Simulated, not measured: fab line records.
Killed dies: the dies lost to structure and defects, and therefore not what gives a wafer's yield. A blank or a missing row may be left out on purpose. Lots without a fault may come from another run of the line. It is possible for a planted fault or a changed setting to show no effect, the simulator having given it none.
Which tool did it? | flow n5 finfet | 24 lots, 72 wafers sampled, at 6 steps of a route of 1938

== WHAT THE GAUGES SHOWED, per wafer ==
N5_BEOL_M13_THK_MEAS_01. Usual: M13_ILD_THK 840 nm, standard deviation 9.7.
lot  | measured     | on            | M13_ILD_THK (nm) | flag
L074 | day 10 17:44 | film metro-01 | 824 835 842      |
L075 | day 10 18:17 | film metro-01 | 833 851 843      |
L076 | day 10 22:06 | film metro-01 | 833 837 845      |
L077 | day 11 16:01 | film metro-02 | 833 848 842      |
L078 | day 11 22:59 | film metro-02 | 842 835 855      |
L079 | day 12 06:51 | film metro-02 | 829 849 852      |
L080 | day 12 12:46 | film metro-01 | 832 846 847      |
L081 | day 12 21:13 | film metro-02 | 844 839 857      |
L082 | day 13 02:50 | film metro-01 | 848 844 853      |
L083 | day 13 07:04 | film metro-01 | 834 830 853      |
L086 | day 13 07:49 | film metro-01 | 850 843 854      |
L084 | day 13 12:38 | film metro-02 | 831 824 830      |
L085 | day 13 13:50 | film metro-02 | 840 840 858      |
L087 | day 14 02:38 | film metro-02 | 827 821 834      |
L088 | day 14 11:50 | film metro-01 | 836 829 843      |
L089 | day 14 11:58 | film metro-01 | 835 839 843      |
L091 | day 14 22:20 | film metro-01 | 838 841 837      |
L092 | day 15 01:07 | film metro-01 | 840 848 846      |
L090 | day 15 01:31 | film metro-01 | 838 841 842      |
L094 | day 16 00:14 | film metro-01 | 833 836 848      |
L096 | day 16 06:04 | film metro-02 | 849 850 866      |
L097 | day 16 07:03 | film metro-01 | 829 834 839      |
L095 | day 16 07:37 | film metro-01 | 843 840 846      |
L093 | day 16 08:24 | film metro-01 | 835 848 838      |

N5_BEOL_M13_RS_MEAS_54: uses a four-point probe to measure. Usual: M13_RS 0.0452 ohm/sq, standard deviation 0.00071.
lot  | measured     | on            | M13_RS (ohm/sq)      | flag
L074 | day 10 22:07 | film metro-02 | 0.0451 0.0452 0.0437 |
L075 | day 10 23:00 | film metro-02 | 0.0456 0.0451 0.0441 |
L076 | day 11 04:01 | film metro-01 | 0.0452 0.0446 0.0452 |
L077 | day 11 21:43 | film metro-02 | 0.0444 0.0446 0.0453 |
L078 | day 12 04:19 | film metro-02 | 0.0450 0.0447 0.0449 |
L079 | day 12 12:28 | film metro-01 | 0.0453 0.0449 0.0447 |
L080 | day 12 18:04 | film metro-01 | 0.0454 0.0449 0.0462 |
L081 | day 13 02:55 | film metro-02 | 0.0462 0.0459 0.0451 |
L082 | day 13 08:30 | film metro-02 | 0.0452 0.0447 0.0454 |
L083 | day 13 12:54 | film metro-02 | 0.0448 0.0449 0.0454 |
L086 | day 13 13:52 | film metro-01 | 0.0457 0.0450 0.0455 |
L084 | day 13 19:24 | film metro-01 | 0.0463 0.0450 0.0461 |
L085 | day 13 20:02 | film metro-02 | 0.0454 0.0452 0.0452 |
L087 | day 14 07:02 | film metro-01 | 0.0458 0.0446 0.0450 |
L088 | day 14 18:52 | film metro-01 | 0.0455 0.0444 0.0457 |
L089 | day 14 19:14 | film metro-02 | 0.0448 0.0452 0.0452 |
L091 | day 15 02:12 | film metro-02 | 0.0449 0.0442 0.0455 |
L092 | day 15 05:34 | film metro-01 | 0.0461 0.0467 0.0465 |
L090 | day 15 10:46 | film metro-01 | 0.0444 0.0451 0.0443 |
L094 | day 16 04:27 | film metro-01 | 0.0462 0.0463 0.0461 |
L096 | day 16 11:08 | film metro-02 | 0.0438 0.0452 0.0440 |
L097 | day 16 12:32 | film metro-02 | 0.0468 0.0458 0.0467 |
L095 | day 16 13:50 | film metro-01 | 0.0434 0.0452 0.0440 |
L093 | day 16 13:43 | film metro-01 | 0.0446 0.0464 0.0460 |

N5_BEOL_M14_THK_MEAS_01. Usual: M14_ILD_THK 1129 nm, standard deviation 16.
lot  | measured     | on            | M14_ILD_THK (nm) | flag
L074 | day 10 22:22 | film metro-02 | 1135 1117 1149   |
L075 | day 10 23:15 | film metro-02 | 1123 1131 1134   |
L076 | day 11 04:16 | film metro-02 | 1121 1111 1139   |
L077 | day 11 21:58 | film metro-02 | 1093 1130 1126   |
L078 | day 12 04:34 | film metro-02 | 1133 1132 1131   |
L079 | day 12 12:47 | film metro-02 | 1098 1096 1100   |
L080 | day 12 18:19 | film metro-02 | 1099 1109 1124   |
L081 | day 13 03:10 | film metro-01 | 1155 1160 1138   |
L082 | day 13 08:46 | film metro-02 | 1131 1135 1141   |
L083 | day 13 13:09 | film metro-02 | 1118 1122 1128   |
L086 | day 13 14:07 | film metro-01 | 1152 1135 1147   |
L084 | day 13 19:39 | film metro-02 | 1128 1140 1128   |
L085 | day 13 20:17 | film metro-02 | 1109 1118 1123   |
L087 | day 14 07:17 | film metro-01 | 1126 1107 1142   |
L088 | day 14 19:08 | film metro-01 | 1126 1126 1131   |
L089 | day 14 19:30 | film metro-02 | 1114 1130 1115   |
L091 | day 15 02:28 | film metro-02 | 1127 1140 1151   |
L092 | day 15 05:50 | film metro-01 | 1127 1147 1132   |
L090 | day 15 11:02 | film metro-01 | 1142 1139 1147   |
L094 | day 16 04:42 | film metro-01 | 1112 1119 1133   |
L096 | day 16 11:23 | film metro-01 | 1096 1126 1140   |
L097 | day 16 12:47 | film metro-01 | 1156 1127 1138   |
L095 | day 16 14:05 | film metro-01 | 1106 1121 1122   |
L093 | day 16 13:58 | film metro-02 | 1130 1144 1143   |

== WHAT TOOL EACH LOT RAN ON (gives the tool, then ch and the chambers of the sampled wafers, and finally the start) ==
lot  | N5_BEOL_M13_ETCH_67                | N5_BEOL_M13_TRENCH_ETCH_34         | N5_BEOL_M13_SPUTTER_44
L074 | rie diel-05 ch 1,2,3, day 10 19:17 | rie diel-05 ch 1,2,3, day 10 19:40 | pvd sputter-03, day 10 20:28
L075 | rie diel-01 ch 0,2,3, day 10 20:53 | rie diel-01 ch 0,2,3, day 10 21:14 | pvd sputter-03, day 10 21:55
L076 | rie diel-01 ch 0,1,3, day 10 23:40 | rie diel-01 ch 0,1,3, day 11 00:01 | pvd sputter-01, day 11 02:33
L077 | rie diel-01 ch 0,1,2, day 11 18:14 | rie diel-01 ch 0,1,2, day 11 18:37 | pvd sputter-01, day 11 20:37
L078 | rie diel-03 ch 0,1,3, day 12 00:38 | rie diel-03 ch 0,1,3, day 12 00:59 | pvd sputter-01, day 12 03:14
L079 | rie diel-01 ch 2,3, day 12 08:13   | rie diel-01 ch 2,3, day 12 08:35   | pvd sputter-03, day 12 11:22
L080 | rie diel-03 ch 0,3, day 12 15:02   | rie diel-03 ch 0,3, day 12 15:24   | pvd sputter-03, day 12 16:59
L081 | rie diel-03 ch 0,1,3, day 12 22:47 | rie diel-03 ch 0,1,3, day 12 23:09 | pvd sputter-02, day 13 01:20
L082 | rie diel-03 ch 0,3, day 13 04:26   | rie diel-03 ch 0,3, day 13 04:49   | pvd sputter-03, day 13 07:25
L083 | rie diel-01 ch 0,2,3, day 13 09:41 | rie diel-01 ch 0,2,3, day 13 10:04 | pvd sputter-03, day 13 11:49
L086 | rie diel-01 ch 0,2, day 13 10:29   | rie diel-01 ch 0,2, day 13 10:51   | pvd sputter-03, day 13 12:08
L084 | rie diel-03 ch 0,2,3, day 13 14:56 | rie diel-03 ch 0,2,3, day 13 15:18 | pvd sputter-01, day 13 18:16
L085 | rie diel-03 ch 0,2,3, day 13 15:29 | rie diel-03 ch 0,2,3, day 13 15:51 | pvd sputter-01, day 13 18:57
L087 | rie diel-01 ch 0,2,3, day 14 04:15 | rie diel-01 ch 0,2,3, day 14 04:37 | pvd sputter-03, day 14 05:38
L088 | rie diel-03 ch 0,2,3, day 14 13:30 | rie diel-03 ch 0,2,3, day 14 13:52 | pvd sputter-03, day 14 17:47
L089 | rie diel-01 ch 2,3, day 14 13:54   | rie diel-01 ch 2,3, day 14 14:16   | pvd sputter-03, day 14 18:09
L091 | rie diel-05 ch 1,2,3, day 14 23:58 | rie diel-05 ch 1,2,3, day 15 00:20 | pvd sputter-03, day 15 01:07
L092 | rie diel-03 ch 0,1, day 15 02:52   | rie diel-03 ch 0,1, day 15 03:14   | pvd sputter-01, day 15 03:59
L090 | rie diel-05 ch 0,3, day 15 03:25   | rie diel-05 ch 0,3, day 15 03:47   | pvd sputter-01, day 15 09:39
L094 | rie diel-03 ch 1,2, day 16 01:44   | rie diel-03 ch 1,2, day 16 02:05   | pvd sputter-02, day 16 03:02
L096 | rie diel-05 ch 1,2, day 16 07:41   | rie diel-05 ch 1,2, day 16 08:03   | pvd sputter-01, day 16 09:32
L097 | rie diel-03 ch 2,3, day 16 08:53   | rie diel-03 ch 2,3, day 16 09:16   | pvd sputter-03, day 16 11:28
L095 | rie diel-05 ch 0,1,2, day 16 09:25 | rie diel-05 ch 0,1,2, day 16 09:46 | pvd sputter-03, day 16 11:52
L093 | rie diel-03 ch 1,2, day 16 09:53   | rie diel-03 ch 1,2,3, day 16 10:15 | pvd sputter-01, day 16 12:05
- N5_BEOL_M13_ETCH_67: etches SiARC in CF4, target depth 143 nm, time 238.3 s.
- N5_BEOL_M13_TRENCH_ETCH_34: etches SiOC in C4F8/O2/Ar, target depth 413.47 nm, time 162.6 s.
- N5_BEOL_M13_SPUTTER_44: material Ta, target thk 10 nm, time 16.13 s.

== AS READ BY THE TOOLS THEMSELVES (means over the sampled wafers that have a number; for cases with no such wafer, the mark the record gives instead) ==
N5_BEOL_M13_ETCH_67. Usual: drypump motor current A 5.8 A, standard deviation 0.41; etch rf on time s 238 s, standard deviation 4.2; oes product au 0.67 a.u., standard deviation 0.065; rf vpp V 184.1 V, standard deviation 1.1; showerhead plenum p Torr 2.14 Torr, standard deviation 0.048; throttle valve pct 15.54 %, standard deviation 0.23.
lot  | tool        | drypump motor current A (A) | etch rf on time s (s) | oes product au (a.u.) | rf vpp V (V) | showerhead plenum p Torr (Torr) | throttle valve pct (%) | flag
L074 | rie diel-05 | 5.5                         | 237                   | 0.68                  | 184.7        | 2.16                            | 15.69                  |
L075 | rie diel-01 | 5.5                         | 236                   | 0.72                  | 184.3        | 2.14                            | 15.41                  |
L076 | rie diel-01 | 5.5                         | 235                   | 0.72                  | 184.2        | 2.16                            | 15.48                  |
L077 | rie diel-01 | 5.7                         | 240                   | 0.68                  | 184.1        | 2.13                            | 15.52                  |
L078 | rie diel-03 | 6.1                         | 242                   | 0.66                  | 184.0        | 2.15                            | 15.50                  |
L079 | rie diel-01 | 5.5                         | 236                   | 0.72                  | 183.2        | 2.11                            | 15.35                  |
L080 | rie diel-03 | 6.2                         | 239                   | 0.69                  | 185.1        | 2.13                            | 15.44                  |
L081 | rie diel-03 | 6.2                         | 242                   | 0.65                  | 184.9        | 2.15                            | 15.52                  |
L082 | rie diel-03 | 6.2                         | 241                   | 0.66                  | 183.5        | 2.09                            | 15.47                  |
L083 | rie diel-01 | 5.5                         | 235                   | 0.69                  | 183.7        | 2.13                            | 15.45                  |
L086 | rie diel-01 | 5.6                         | 236                   | 0.65                  | 184.2        | 2.11                            | 15.56                  |
L084 | rie diel-03 | 6.0                         | 240                   | 0.65                  | 183.8        | 2.12                            | 15.51                  |
L085 | rie diel-03 | 6.0                         | 241                   | 0.65                  | 183.6        | 2.12                            | 15.53                  |
L087 | rie diel-01 | 5.5                         | 235                   | 0.69                  | 184.0        | 2.13                            | 15.46                  |
L088 | rie diel-03 | 6.0                         | 237                   | 0.65                  | 184.4        | 2.11                            | 15.53                  |
L089 | rie diel-01 | 5.5                         | 237                   | 0.71                  | 183.4        | 2.10                            | 15.37                  |
L091 | rie diel-05 | 5.6                         | 236                   | 0.67                  | 184.4        | 2.15                            | 15.73                  |
L092 | rie diel-03 | 6.2                         | 243                   | 0.61                  | 183.3        | 2.16                            | 15.62                  |
L090 | rie diel-05 | 5.6                         | 236                   | 0.74                  | 182.4        | 2.11                            | 15.75                  |
L094 | rie diel-03 | 5.7                         | 241                   | 0.60                  | 184.5        | 2.16                            | 15.69                  |
L096 | rie diel-05 | 5.4                         | 233                   | 0.70                  | 183.8        | 2.16                            | 15.37                  |
L097 | rie diel-03 | 5.7                         | 237                   | 0.63                  | 184.1        | 2.14                            | 15.62                  |
L095 | rie diel-05 | 5.6                         | 234                   | 0.72                  | 184.6        | 2.14                            | 15.54                  |
L093 | rie diel-03 | 6.0                         | 243                   | 0.59                  | 184.3        | 2.18                            | 15.70                  |

N5_BEOL_M13_TRENCH_ETCH_34. Usual: drypump motor current A 5.8 A, standard deviation 0.41; oes product au 0.79 a.u., standard deviation 0.075; rf vpp V 665.4 V, standard deviation 2.3; showerhead plenum p Torr 3.41 Torr, standard deviation 0.077; throttle valve pct 24.10 %, standard deviation 0.24.
lot  | tool        | drypump motor current A (A) | oes product au (a.u.) | rf vpp V (V) | showerhead plenum p Torr (Torr) | throttle valve pct (%) | flag
L074 | rie diel-05 | 5.5                         | 0.80                  | 666.1        | 3.44                            | 24.29                  |
L075 | rie diel-01 | 5.5                         | 0.84                  | 665.6        | 3.41                            | 23.98                  |
L076 | rie diel-01 | 5.5                         | 0.84                  | 665.9        | 3.45                            | 24.09                  |
L077 | rie diel-01 | 5.7                         | 0.79                  | 665.3        | 3.39                            | 24.08                  |
L078 | rie diel-03 | 6.2                         | 0.79                  | 666.2        | 3.43                            | 24.04                  |
L079 | rie diel-01 | 5.5                         | 0.85                  | 663.5        | 3.37                            | 23.87                  |
L080 | rie diel-03 | 6.2                         | 0.82                  | 664.7        | 3.40                            | 23.99                  |
L081 | rie diel-03 | 6.2                         | 0.77                  | 665.0        | 3.42                            | 24.05                  |
L082 | rie diel-03 | 6.2                         | 0.79                  | 663.7        | 3.34                            | 23.96                  |
L083 | rie diel-01 | 5.5                         | 0.81                  | 665.5        | 3.39                            | 24.01                  |
L086 | rie diel-01 | 5.6                         | 0.75                  | 664.5        | 3.37                            | 24.11                  |
L084 | rie diel-03 | 6.0                         | 0.76                  | 664.7        | 3.38                            | 24.05                  |
L085 | rie diel-03 | 6.0                         | 0.77                  | 664.5        | 3.38                            | 24.05                  |
L087 | rie diel-01 | 5.5                         | 0.80                  | 665.2        | 3.39                            | 24.02                  |
L088 | rie diel-03 | 6.0                         | 0.76                  | 663.6        | 3.37                            | 24.06                  |
L089 | rie diel-01 | 5.5                         | 0.82                  | 664.3        | 3.36                            | 23.89                  |
L091 | rie diel-05 | 5.6                         | 0.78                  | 665.6        | 3.43                            | 24.31                  |
L092 | rie diel-03 | 6.2                         | 0.71                  | 666.8        | 3.44                            | 24.13                  |
L090 | rie diel-05 | 5.6                         | 0.86                  | 664.2        | 3.37                            | 24.39                  |
L094 | rie diel-03 | 5.7                         | 0.69                  | 665.1        | 3.43                            | 24.20                  |
L096 | rie diel-05 | 5.4                         | 0.81                  | 666.2        | 3.45                            | 23.99                  |
L097 | rie diel-03 | 5.7                         | 0.73                  | 665.5        | 3.41                            | 24.15                  |
L095 | rie diel-05 | 5.6                         | 0.84                  | 665.7        | 3.42                            | 24.17                  |
L093 | rie diel-03 | 6.0                         | 0.73                  | 666.7        | 3.45                            | 24.17                  |

N5_BEOL_M13_SPUTTER_44. Usual: chamber pressure pa 0.06999 Pa, standard deviation 0.00013; throttle valve pct 30.0 %, standard deviation 0.39.
lot  | tool           | chamber pressure pa (Pa) | throttle valve pct (%) | flag
L074 | pvd sputter-03 | 0.06988                  | 29.9                   |
L075 | pvd sputter-03 | 0.06994                  | 30.0                   |
L076 | pvd sputter-01 | 0.06992                  | 29.9                   |
L077 | pvd sputter-01 | 0.06996                  | 29.9                   |
L078 | pvd sputter-01 | 0.07009                  | 29.8                   |
L079 | pvd sputter-03 | 0.07007                  | 30.2                   |
L080 | pvd sputter-03 | 0.06978                  | 30.2                   |
L081 | pvd sputter-02 | 0.07003                  | 29.7                   |
L082 | pvd sputter-03 | 0.07022                  | 29.6                   |
L083 | pvd sputter-03 | 0.07000                  | 30.3                   |
L086 | pvd sputter-03 | 0.06999                  | 30.1                   |
L084 | pvd sputter-01 | 0.07011                  | 30.1                   |
L085 | pvd sputter-01 | 0.06984                  | 30.1                   |
L087 | pvd sputter-03 | 0.06997                  | 30.3                   |
L088 | pvd sputter-03 | 0.07007                  | 29.8                   |
L089 | pvd sputter-03 | 0.07008                  | 30.4                   |
L091 | pvd sputter-03 | 0.06998                  | 30.1                   |
L092 | pvd sputter-01 | 0.07006                  | 29.8                   |
L090 | pvd sputter-01 | 0.06993                  | 29.6                   |
L094 | pvd sputter-02 | 0.07012                  | 30.0                   |
L096 | pvd sputter-01 | 0.06994                  | 30.2                   |
L097 | pvd sputter-03 | 0.07011                  | 30.3                   |
L095 | pvd sputter-03 | 0.07002                  | 30.1                   |
L093 | pvd sputter-01 | 0.06995                  | 29.8                   |

== THE ANSWER, worked out from the rows above alone ==
Rule: lot off if the mean of its wafers having a number is beyond 3 standard deviations from the usual mean. Also off: a lot with no number at a reading for which 4 or more lots have one. The other lots that the step has rows for count as sound. The gauges are gone through in route order, then the tools' own readings, and for those a lot's mean is taken as printed above. At the first step where some lot is off, the reading lying furthest off is the one used; lots without a number count as furthest.
No lot is off at any reading shown: from this, nothing can be told.

== WHAT THE SIMULATOR HAD PUT IN ==
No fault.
